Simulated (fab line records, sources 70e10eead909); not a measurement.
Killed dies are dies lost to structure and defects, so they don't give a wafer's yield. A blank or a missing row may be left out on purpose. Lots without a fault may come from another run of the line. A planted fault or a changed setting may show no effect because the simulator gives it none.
Which tool did it? | flow nand_harc | 7 lots, 21 wafers sampled, at 3 steps of a route of 1302

WHAT THE GAUGES READ, wafer by wafer
NHARC_A_ONON_D2_THK_MEAS_30: measures by ellipsometry.
lot  | measured     | on            | thk_nm (nm)
L994 | day 13 05:02 | film_metro-01 | 993 992 991
L997 | day 14 02:52 | film_metro-01 | 993 994 994
L101 | day 16 05:35 | film_metro-02 | 332 330 331
L108 | day 19 11:53 | film_metro-01 | 1012 1010 1010
L109 | day 20 04:39 | film_metro-02 | 1018 1018 1019
L115 | day 21 23:18 | film_metro-02 | 1012 1011 1013
L116 | day 22 12:59 | film_metro-01 | 1001 1001 1000

WHICH TOOL RAN EACH LOT (tool, then ch and the chambers of the sampled wafers, then the start)
lot  | NHARC_A_DECK1_JOINT_CMP_13    | NHARC_A_ONON_D2_DEP_28
L994 | cmp-03 ch 0,2,3, day 11 11:53 | pecvd_onon-04 ch 0, day 13 04:35
L997 | cmp-01 ch 1,3, day 12 19:19   | pecvd_onon-02 ch 0, day 14 02:25
L101 | cmp-01 ch 0,1,2, day 14 17:48 | pecvd_onon-03 ch 0, day 16 05:04
L108 | cmp-01 ch 0,2,3, day 18 00:35 | pecvd_onon-02 ch 0, day 19 11:23
L109 | cmp-03 ch 0,1,2, day 18 14:27 | pecvd_onon-04 ch 0, day 20 04:19
L115 | cmp-04 ch 0,1, day 20 05:41   | pecvd_onon-02 ch 0, day 21 22:47
L116 | cmp-04 ch 0,2, day 20 19:32   | pecvd_onon-03 ch 0, day 22 12:29
- NHARC_A_DECK1_JOINT_CMP_13: polishes, target thk 51.023 nm.
- NHARC_A_ONON_D2_DEP_28: target thk 1000 nm.

THE ANSWER, worked out from the rows above alone
Rule: what is usual is taken from the lots themselves. Put in order of their means at a reading, lots are off if they are a third of the lots or fewer, leave a main group of 4 or more, and stand apart from it by a gap of 3 or more times the standard deviation of the main group's means; of several such gaps the widest counts. A main group whose means are all the same, to the digits that the tables above print for the reading, isn't used. A lot without any number at a reading at which 4 lots or more have one is off too. The other lots that the step has rows for count as sound.
Off: L101, at NHARC_A_ONON_D2_THK_MEAS_30 (thk_nm). The main group: mean 1005 nm, standard deviation 9.8.
A tool fits if, at a process step before that reading, it ran every lot that is off, and no sound lot after the first of them. The gauges at NHARC_A_ONON_D2_THK_MEAS_30 are tried like those tools. None of those tried fits.

WHAT THE SIMULATOR HAD PUT IN
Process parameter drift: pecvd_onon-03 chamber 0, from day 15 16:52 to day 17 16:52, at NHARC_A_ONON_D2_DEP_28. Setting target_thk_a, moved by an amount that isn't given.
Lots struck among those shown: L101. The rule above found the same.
